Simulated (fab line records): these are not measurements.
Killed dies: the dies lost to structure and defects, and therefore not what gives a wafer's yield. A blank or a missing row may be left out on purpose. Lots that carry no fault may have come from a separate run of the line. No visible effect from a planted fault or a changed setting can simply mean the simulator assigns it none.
fab line records	flow nand_harc
record: lots: 6	wafers: 18	last_day: 34
route steps=1302 shown A_SGD_CUT@901
lots with no fault: from the same line, run without faults
start_h: the number of hours between the record's first day and the start of the first shown wafer of the lot	wait_h: time in hours since the lot's previous step	" repeats the value in the row above	L1.1+2: several wafers, shown together as one row	- either no value or no given start	* or withheld: withheld	< > ~ a bound
route shown NAME@n: NAME is a module with steps in the file, n the number in the route of the first one	usual: mean and standard deviation over wafers with no fault	same: alike in all rows	chamber/n: place in a boat	sites: the reading at each site	_std_site: the standard deviation of these	_edge_site: the outer-site mean with the inner-site mean subtracted	radius_mm: how far each site lies from the wafer's centre	mask NAME#n: copy n	behind: tool/chamber where the wafer was last shaped	hold: reason for holding the lot/hours on hold/outcome of the hold	device: the transistor (n, p or np) that didn't switch	end of line: the tests these same wafers got at the end of their route	where a step has no rows: the recipe by itself	killed: at the first sort, the dies lost to defects and structure; wafer yield is something else	map: shows each die of a wafer: x if killed, . if not, _ if none is there
set.NAME: the setting that was run; set.NAME@STEP: the one run at that earlier step	model.NAME: the simulator's own value behind a step, which no gauge read
lots at some steps of the route; a table a step, a row a wafer
services: a tool's chamber out of use, with start hour (start_h, from the record's first day; less than 0 if before it), hours out, and reason
== steps ==
step: NHARC_A_SGD_CUT_CD_MEAS_09
recipe: target_cd_nm: 100	landing_energy_ev: 500
usual: cd_nm: 100.0/0.59
lot.wafer	tool	chamber	start_h	wait_h	cd_nm
L450.3	cd_sem-01	0	447.99	-	100.3
L450.4	"	0	"	"	99.8
L450.6	"	0	"	"	100.5
L462.2	cd_sem-03	0	565.68	-	99.9
L462.3	"	0	"	"	100.6
L462.6	"	0	"	"	99.7
L463.4	cd_sem-02	0	587.26	-	100.0
L463.5	"	0	"	"	100.1
L463.6	"	0	"	"	100.4
L465.1	cd_sem-01	0	587.58	-	100.3
L465.2	"	0	"	"	99.6
L465.4	"	0	"	"	100.0
L472.2	cd_sem-02	0	662.59	-	99.7
L472.3	"	0	"	"	100.2
L472.5	"	0	"	"	100.3
L473.3	cd_sem-01	0	666.56	-	99.4
L473.4	"	0	"	"	99.4
L473.6	"	0	"	"	99.2
step: NHARC_A_SGD_CUT_OVL_MEAS_10
usual: overlay_x_nm: 0.1/0.67	overlay_y_nm: 0.1/0.65
lot.wafer	tool	chamber	start_h	wait_h	overlay_x_nm	overlay_y_nm
L450.3	overlay-01	-	448.07	-	-1.5	0.2
L450.4	"	-	"	"	-1.4	0.1
L450.6	"	-	"	"	-1.7	0.3
L462.2	overlay-01	-	565.77	-	-0.2	-0.1
L462.3	"	-	"	"	-0.9	0.0
L462.6	"	-	"	"	-0.7	0.5
L463.4	overlay-02	-	587.34	-	0.6	-1.2
L463.5	"	-	"	"	0.7	-0.3
L463.6	"	-	"	"	0.7	-0.7
L465.1	overlay-02	-	587.67	-	0.7	1.1
L465.2	"	-	"	"	0.8	0.5
L465.4	"	-	"	"	0.7	0.7
L472.2	overlay-02	-	662.68	-	0.1	1.2
L472.3	"	-	"	"	-0.1	1.0
L472.5	"	-	"	"	-0.1	0.4
L473.3	overlay-02	-	666.66	-	0.9	0.6
L473.4	"	-	"	"	0.5	0.8
L473.6	"	-	"	"	0.4	0.5
step: NHARC_A_SGD_CUT_INSPECT_11
usual: raw_defect_count: 53/27
lot.wafer	tool	chamber	start_h	wait_h	raw_defect_count
L450.3	defect_inspect-01	-	448.11	0.0	63
L450.4	"	-	"	"	56
L450.6	"	-	"	"	65
L462.2	defect_inspect-01	-	565.80	0.0	45
L462.3	"	-	"	"	40
L462.6	"	-	"	"	48
L463.4	defect_inspect-02	-	587.38	0.0	97
L463.5	"	-	"	"	97
L463.6	"	-	"	"	87
L465.1	defect_inspect-02	-	587.70	0.0	70
L465.2	"	-	"	"	49
L465.4	"	-	"	"	57
L472.2	defect_inspect-01	-	662.71	0.0	26
L472.3	"	-	"	"	29
L472.5	"	-	"	"	35
L473.3	defect_inspect-01	-	666.70	0.0	74
L473.4	"	-	"	"	80
L473.6	"	-	"	"	81
step: NHARC_A_SGD_CUT_DESCUM_14
recipe: time_s: 3	o2_flow_sccm: 200	ar_flow_sccm: 0	bias_power_w: 0	chemistry: O2
usual: drypump_motor_current_A: 5.7/0.45	oes_product_au: 1.002/0.01	rf_vpp_V: 57.9/1	showerhead_plenum_p_Torr: 1.93/0.11	throttle_valve_pct: 11.313/0.0089
lot.wafer	tool	chamber	start_h	wait_h	drypump_motor_current_A	oes_product_au	rf_hours_counter_h	rf_vpp_V	showerhead_plenum_p_Torr	throttle_valve_pct
L450.4	rie_diel-02	0	448.18	0.1	6.2	1.011	4	56.6	1.79	11.314
L450.3	"	1	"	"	5.5	1.016	3	55.9	1.97	11.302
L450.6	"	0	"	"	6.2	1.012	-	58.1	1.79	11.298
L462.3	rie_diel-03	2	565.88	0.1	5.7	1.004	5	55.4	1.79	11.316
L462.2	"	3	"	"	4.9	1.005	5	59.1	1.98	11.318
L462.6	"	1	"	"	6.3	0.975	-	58.4	2.04	11.315
L463.4	rie_diel-03	1	587.44	0.1	6.3	0.992	7	58.0	2.04	11.311
L463.6	"	0	"	"	5.9	0.994	-	58.0	1.90	11.303
L463.5	"	1	"	"	6.3	0.992	-	59.7	2.04	11.327
L465.1	rie_diel-01	3	587.77	0.1	6.0	0.992	1	57.3	1.78	11.325
L465.4	"	0	"	"	4.9	1.011	1	58.3	2.00	11.306
L465.2	"	1	"	"	5.3	1.018	1	59.3	2.05	11.326
L472.3	rie_diel-03	1	662.77	0.1	6.3	1.004	1	57.9	2.04	11.328
L472.2	"	2	"	"	5.7	1.004	1	57.1	1.79	11.319
L472.5	"	2	"	"	5.7	1.000	-	57.7	1.79	11.305
L473.3	rie_diel-02	2	666.78	0.1	5.5	1.021	8	56.9	1.83	11.312
L473.4	"	3	"	"	5.4	1.018	10	58.8	2.02	11.310
L473.6	"	1	"	"	5.6	0.999	-	57.2	1.96	11.323
step: NHARC_A_SGD_CUT_ETCH_58
recipe: target_depth_a: 390	over_etch_frac: 0.3	time_s: 65	ion_energy_ev: 80	cf4_flow_sccm: 150	ar_flow_sccm: 0	rf_w: 300	bias_w: 100	chemistry: CF4
step: NHARC_A_SGD_CUT_ETCH_59
recipe: target_depth_a: 2600	over_etch_frac: 0.25	time_s: 406.25	ion_energy_ev: 200	n2_flow_sccm: 150	h2_flow_sccm: 150	ar_flow_sccm: 0	rf_w: 400	bias_w: 150	chemistry: N2/H2
usual: drypump_motor_current_A: 5.7/0.46	n2_flow_sccm: 150.0/0.42	oes_product_au: 1.004/0.011	rf_vpp_V: 431/3.3	showerhead_plenum_p_Torr: 2.06/0.12	throttle_valve_pct: 14.172/0.0098
lot.wafer	tool	chamber	start_h	wait_h	drypump_motor_current_A	n2_flow_sccm	oes_product_au	rf_hours_counter_h	rf_vpp_V	showerhead_plenum_p_Torr	throttle_valve_pct
L450.3	rie_diel-02	3	-	-	5.4	149.5	1.001	3	434	2.17	14.164
L450.4	"	1	"	"	5.5	149.9	1.030	4	431	2.10	14.166
L450.6	"	3	"	"	5.4	150.0	1.023	-	434	2.17	14.161
L462.3	rie_diel-03	2	-	-	5.7	150.1	0.995	5	427	1.90	14.173
L462.2	"	3	"	"	5.0	150.2	1.001	5	432	2.11	14.165
L462.6	"	1	"	"	6.3	150.3	0.994	-	434	2.18	14.180
L463.4	rie_diel-03	3	-	-	5.0	149.1	0.991	6	433	2.11	14.174
L463.5	"	3	"	"	5.0	149.8	0.992	-	431	2.11	14.159
L463.6	"	0	"	"	5.9	150.2	0.998	-	430	2.02	14.166
L465.4	rie_diel-01	1	-	-	5.3	149.7	1.013	1	433	2.19	14.175
L465.1	"	2	"	"	6.3	149.3	0.998	1	434	2.18	14.163
L465.2	"	3	"	"	6.0	149.6	0.989	1	426	1.90	14.176
L472.3	rie_diel-03	2	-	-	5.7	149.7	1.006	1	427	1.90	14.166
L472.2	"	1	"	"	6.3	150.4	1.002	1	435	2.18	14.156
L472.5	"	3	"	"	5.0	150.3	1.014	-	433	2.11	14.157
L473.4	rie_diel-02	1	-	-	5.6	149.3	1.005	9	431	2.09	14.171
L473.3	"	2	"	"	5.5	150.5	1.008	8	427	1.95	14.160
L473.6	"	3	"	"	5.4	149.3	1.007	-	434	2.16	14.184
step: NHARC_A_SGD_CUT_ETCH_15
recipe: target_depth_a: 750	time_s: 64.3	ch3f_flow_sccm: 50	o2_flow_sccm: 30	ar_flow_sccm: 200	rf_w: 500	bias_w: 100	chemistry: CH3F/O2
usual: ch3f_flow_sccm: 49.99/0.15	drypump_motor_current_A: 5.7/0.45	oes_product_au: 0.966/0.019	rf_vpp_V: 264.1/2.1	showerhead_plenum_p_Torr: 2.48/0.13	throttle_valve_pct: 20.663/0.0091
lot.wafer	tool	chamber	start_h	wait_h	ch3f_flow_sccm	drypump_motor_current_A	oes_product_au	rf_hours_counter_h	rf_vpp_V	showerhead_plenum_p_Torr	throttle_valve_pct
L450.3	rie_diel-02	3	-	-	50.15	5.4	0.964	4	265.6	2.61	20.669
L450.4	"	1	"	"	49.86	5.5	0.989	4	263.2	2.52	20.663
L450.6	"	0	"	"	50.02	6.1	0.978	-	261.3	2.30	20.660
L462.3	rie_diel-03	2	-	-	49.69	5.7	0.923	5	260.6	2.30	20.665
L462.2	"	3	"	"	49.98	5.0	0.924	5	264.7	2.54	20.661
L462.6	"	0	"	"	50.30	6.0	0.921	-	264.4	2.44	20.657
L463.4	rie_diel-03	0	-	-	49.75	5.9	0.966	6	262.7	2.44	20.666
L463.5	"	3	"	"	50.01	5.0	0.971	-	263.6	2.54	20.667
L463.6	"	0	"	"	49.50	6.0	0.953	-	262.4	2.44	20.684
L465.1	rie_diel-01	3	-	-	50.07	6.0	0.935	1	260.7	2.30	20.645
L465.4	"	0	"	"	50.06	4.9	0.956	1	266.1	2.57	20.675
L465.2	"	1	"	"	49.69	5.3	0.972	1	265.7	2.63	20.650
L472.2	rie_diel-03	3	-	-	50.18	5.0	0.982	2	264.5	2.54	20.654
L472.3	"	1	"	"	50.08	6.3	0.975	1	266.4	2.61	20.655
L472.5	"	3	"	"	50.28	5.0	0.976	-	263.7	2.54	20.656
L473.4	rie_diel-02	0	-	-	50.01	6.1	0.964	10	260.1	2.30	20.666
L473.3	"	2	"	"	50.06	5.5	1.007	8	262.0	2.35	20.653
L473.6	"	0	"	"	50.11	6.1	0.981	-	259.9	2.30	20.664
step: NHARC_A_SGD_CUT_ETCH_16
recipe: target_depth_a: 3105	time_s: 155.2	c4f8_flow_sccm: withheld	o2_flow_sccm: 8	ar_flow_sccm: withheld	rf_w: 600	bias_w: 800	chemistry: C4F8/O2/Ar
usual: oes_product_au: 0.975/0.016	rf_vpp_V: 724/5.3
lot.wafer	tool	chamber	start_h	wait_h	oes_product_au	rf_hours_counter_h	rf_vpp_V
L450.4	rie_diel-02	0	-	-	1.000	4	716
L450.3	"	3	"	"	0.993	4	729
L450.6	"	1	"	"	1.005	-	726
L462.2	rie_diel-03	0	-	-	0.926	5	722
L462.3	"	1	"	"	0.945	6	730
L462.6	"	0	"	"	0.941	-	722
L463.4	rie_diel-03	0	-	-	0.951	6	722
L463.6	"	2	"	"	0.985	-	716
L463.5	"	3	"	"	0.972	-	726
L465.4	rie_diel-01	1	-	-	0.974	1	731
L465.1	"	3	"	"	0.954	2	717
L465.2	"	0	"	"	0.971	1	727
L472.2	rie_diel-03	3	-	-	0.995	2	727
L472.3	"	1	"	"	0.980	1	729
L472.5	"	2	"	"	0.986	-	718
L473.3	rie_diel-02	3	-	-	0.987	10	728
L473.4	"	0	"	"	0.971	10	716
L473.6	"	3	"	"	0.991	-	729
step: NHARC_A_SGD_CUT_STRIP_60
recipe: c4f8_flow_sccm: withheld	o2_flow_sccm: 8	ar_flow_sccm: withheld	bias_w: 0	chemistry: C4F8/O2/Ar
step: NHARC_A_SGD_CUT_STRIP_17
recipe: o2_flow_sccm: 500	ar_flow_sccm: 0	bias_w: 0	chemistry: O2
usual: drypump_motor_current_A: 5.7/0.46	oes_product_au: 1.003/0.011	rf_vpp_V: 57.8/0.83	showerhead_plenum_p_Torr: 3.55/0.18	throttle_valve_pct: 17.037/0.0088
lot.wafer	tool	chamber	start_h	wait_h	drypump_motor_current_A	oes_product_au	rf_hours_counter_h	rf_vpp_V	showerhead_plenum_p_Torr	throttle_valve_pct
L450.4	rie_diel-02	1	-	-	5.5	1.024	4	57.2	3.62	17.037
L450.3	"	3	"	"	5.4	1.010	4	58.7	3.73	17.036
L450.6	"	1	"	"	5.6	1.027	-	58.4	3.62	17.041
L462.2	rie_diel-03	2	-	-	5.7	1.007	6	57.1	3.31	17.024
L462.3	"	3	"	"	5.0	1.008	5	57.9	3.64	17.029
L462.6	"	3	"	"	5.0	1.003	-	57.4	3.64	17.028
L463.4	rie_diel-03	2	-	-	5.7	0.996	7	58.3	3.31	17.060
L463.6	"	0	"	"	5.9	0.985	-	57.6	3.50	17.038
L463.5	"	1	"	"	6.3	0.995	-	58.7	3.74	17.034
L465.2	rie_diel-01	3	-	-	6.0	0.983	2	58.1	3.30	17.033
L465.4	"	1	"	"	5.3	1.015	2	59.6	3.77	17.029
L465.1	"	2	"	"	6.3	0.992	2	58.5	3.74	17.034
L472.2	rie_diel-03	1	-	-	6.4	0.995	1	57.4	3.74	17.025
L472.3	"	3	"	"	5.0	1.014	2	59.3	3.64	17.033
L472.5	"	2	"	"	5.7	1.006	-	57.3	3.31	17.030
L473.4	rie_diel-02	2	-	-	5.5	1.017	8	58.0	3.38	17.033
L473.3	"	3	"	"	5.4	1.006	10	59.0	3.72	17.040
L473.6	"	2	"	"	5.5	1.026	-	58.5	3.38	17.037
step: NHARC_A_SGD_CUT_PRECLEAN_18
recipe: time_s: *	temp_c: 50	bath_age_min: 0	chemistry: SC1
step: NHARC_A_SGD_CUT_SRD_19
step: NHARC_A_SGD_CUT_DEP_20
recipe: target_thk_a: 1500	temp_c: 65	material: SiO2
lot.wafer	tool	chamber	start_h	wait_h
L450.4+3+6	fcvd-02	0,1,1	449.34	-
L462.2+3+6	fcvd-01	1,0,1	566.99	-
L463.4+5+6	fcvd-02	1,0,1	588.62	-
L465.1+2+4	fcvd-02	0,1,0	589.07	-
L472.2+3+5	fcvd-02	1,0,1	664.04	-
L473.4+3+6	fcvd-01	1,0,0	667.94	-
step: NHARC_A_SGD_CUT_ANNEAL_27
recipe: temp_c: 450	time_s: 1800
step: NHARC_A_SGD_CUT_CMP_21
recipe: target_thk_nm: 148.19
usual: motor_current_A: 11.8/1.6	time_to_endpoint_s: 49.5/2.7
lot.wafer	tool	chamber	start_h	wait_h	motor_current_A	time_to_endpoint_s
L450.4	cmp-03	1	454.97	0.4	10.9	54.3
L450.3	"	0	"	"	12.7	51.7
L450.6	"	2	"	"	12.2	52.9
L462.3	cmp-03	3	572.03	0.4	14.3	45.1
L462.2	"	0	"	"	12.7	48.8
L462.6	"	3	"	"	15.7	49.6
L463.4	cmp-03	0	593.18	0.4	12.3	47.8
L463.5	"	0	"	"	13.1	96.7
L463.6	"	1	"	"	11.1	50.8
L465.1	cmp-03	0	593.50	0.7	12.2	93.9
L465.2	"	1	"	"	10.0	49.9
L465.4	"	2	"	"	12.0	96.5
L472.2	cmp-03	2	670.52	0.4	12.4	46.8
L472.3	"	0	"	"	12.5	48.6
L472.5	"	2	"	"	11.8	48.3
L473.3	cmp-04	2	670.55	0.4	12.9	49.2
L473.4	"	0	"	"	10.3	48.8
L473.6	"	2	"	"	13.3	48.4
step: NHARC_A_SGD_CUT_THK_MEAS_22
recipe: thk_meas_gauge: ellipsometry
usual: thk_nm: 148.2/1.3
lot.wafer	tool	chamber	start_h	wait_h	thk_nm
L450.3	film_metro-01	-	455.23	0.2	146.2
L450.4	"	-	"	"	144.3
L450.6	"	-	"	"	150.0
L462.2	film_metro-02	-	572.26	0.2	149.2
L462.3	"	-	"	"	148.8
L462.6	"	-	"	"	146.7
L463.4	film_metro-02	-	593.44	0.2	149.3
L463.5	"	-	"	"	146.9
L463.6	"	-	"	"	147.9
L465.1	film_metro-02	-	593.73	0.2	150.0
L465.2	"	-	"	"	151.8
L465.4	"	-	"	"	147.8
L473.3	film_metro-02	-	670.78	0.2	146.9
L473.4	"	-	"	"	149.2
L473.6	"	-	"	"	148.5
L472.2	film_metro-01	-	670.78	0.2	149.0
L472.3	"	-	"	"	148.9
L472.5	"	-	"	"	146.1
== services ==
tool	chamber	start_h	hours	kind
fcvd-02	-	448.05	0.9	repair
fcvd-02	-	450.00	13.0	pm
cmp-03	-	456.24	4.0	pm
rie_diel-03	-	458.30	9.0	pm
cmp-04	-	460.96	1.6	repair
cmp-04	-	465.28	4.3	repair
cmp-04	-	478.79	4.5	repair
rie_diel-02	0	478.97	12.4	repair
cmp-04	-	503.06	4.0	pm
rie_diel-03	3	505.74	5.3	repair
cmp-03	-	531.00	1.0	repair
rie_diel-02	1	533.92	8.9	repair
fcvd-01	-	547.00	13.0	pm
rie_diel-01	3	554.33	4.1	repair
cmp-03	-	554.33	4.0	pm
rie_diel-01	-	557.82	9.0	pm
cmp-03	-	569.78	1.8	repair
rie_diel-02	-	570.96	9.0	pm
fcvd-02	-	631.00	13.0	pm
rie_diel-03	-	635.30	9.0	pm
rie_diel-01	1	642.48	3.9	repair
rie_diel-02	0	651.76	3.5	repair
cmp-03	-	652.33	4.0	pm
rie_diel-03	0	662.72	15.4	repair
== key ==
first_sign: step: NHARC_A_SGD_CUT_CMP_21	reading: time_to_endpoint_s	direction: up	sigmas: 17	usual: *	struck: *
effect none on later readings
met_at NHARC_A_SGD_CUT_DEP_20
struck_wafers L463.5,L465.1,L465.4
tester_left_out L463,L465
onset_between 449.34 588.62
fault: kind: process_parameter_drift	tool: fcvd-02	chamber: 0	onset_h: 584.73	steps: NHARC_A_SGD_CUT_DEP_20	channel: target_thk_a	offset: *	shape: step	end_h: 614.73	acts_in: *	stated: *
tester_left_out: of these lots the tester's yield and bins aren't shown, on N5 and GAA mostly nor the transistor test; their killed dies are dies lost to structure and defects alone, not to doping, threshold or leakage, so they don't give the yield
